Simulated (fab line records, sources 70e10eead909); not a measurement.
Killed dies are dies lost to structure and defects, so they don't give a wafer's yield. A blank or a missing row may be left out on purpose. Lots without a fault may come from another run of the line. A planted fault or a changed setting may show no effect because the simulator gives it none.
Chamber matching | flow nand_harc | NHARC_A_STAIRCASE_DEP_325 on pecvd-04: 3 sister chambers
The step deposits SiO2, target thk 7200 nm. 16 wafers are shown with their chamber, then 8 later ones without.

WAFERS WITH THEIR CHAMBER
wafer  | chamber | heater_power_w (W) | rf_fwd_power_W (W)
L074.2 | 1       | 578                | 499.0
L074.4 | 0       | 667                | 498.2
L074.5 | 1       | 490                | 498.0
L077.1 | 0       | 692                | 496.9
L077.4 | 0       | 672                | 499.6
L077.6 | 2       | 606                | 497.4
L079.4 | 2       | 607                | 501.2
L079.5 | 0       | 664                | 502.4
L079.6 | 1       | 490                | 501.1
L082.1 | 2       | 735                | 498.5
L082.3 | 0       | 715                | 497.4
L082.4 | 0       | 674                | 498.6
L086.3 | 2       | 728                | 499.8
L086.5 | 2       | 629                | 500.6
L086.6 | 0       | 660                | 499.7
L090.4 | 1       | 458                | 500.8

SIGNATURES (means of the wafers above)
reading        | chamber 0 | chamber 1 | chamber 2 | scatter within a chamber
heater_power_w | 677.71    | 504.00    | 661.00    | 45.7
rf_fwd_power_W | 498.971   | 499.725   | 499.500   | 1.67
Rule: a wafer's distance from a chamber is the root of the sum, over the readings, of the square of ((its reading less the chamber's mean) divided by the reading's scatter). The wafer belongs to the nearest chamber; if the next one is less than 2 further off, it can't be placed. The scatter: the root of (the sum of the squares of (reading less its chamber's mean) over the shown wafers, divided by (wafers less chambers)).

WAFERS WITHOUT THEIR CHAMBER
wafer  | heater_power_w (W) | rf_fwd_power_W (W)
L090.5 | 669                | 498.7
L090.6 | 623                | 496.8
L092.1 | 672                | 500.3
L092.4 | 465                | 501.4
L092.5 | 677                | 499.2
L095.4 | 659                | 499.3
L095.5 | 468                | 501.9
L095.6 | 633                | 500.8

WHICH CHAMBER EACH WENT THROUGH
wafer  | from the rows above          | in truth
L090.5 | can't be placed: 0 or 2      | 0
L090.6 | can't be placed: 0 or 2 or 1 | 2
L092.1 | can't be placed: 2 or 0      | 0
L092.4 | 1                            | 1
L092.5 | can't be placed: 0 or 2      | 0
L095.4 | can't be placed: 2 or 0      | 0
L095.5 | 1                            | 1
L095.6 | can't be placed: 2 or 0 or 1 | 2
Placed correctly: 2 of 8. Can't be placed from these rows: 6 (the true chamber is among the candidates in 6). Placed wrongly: 0.
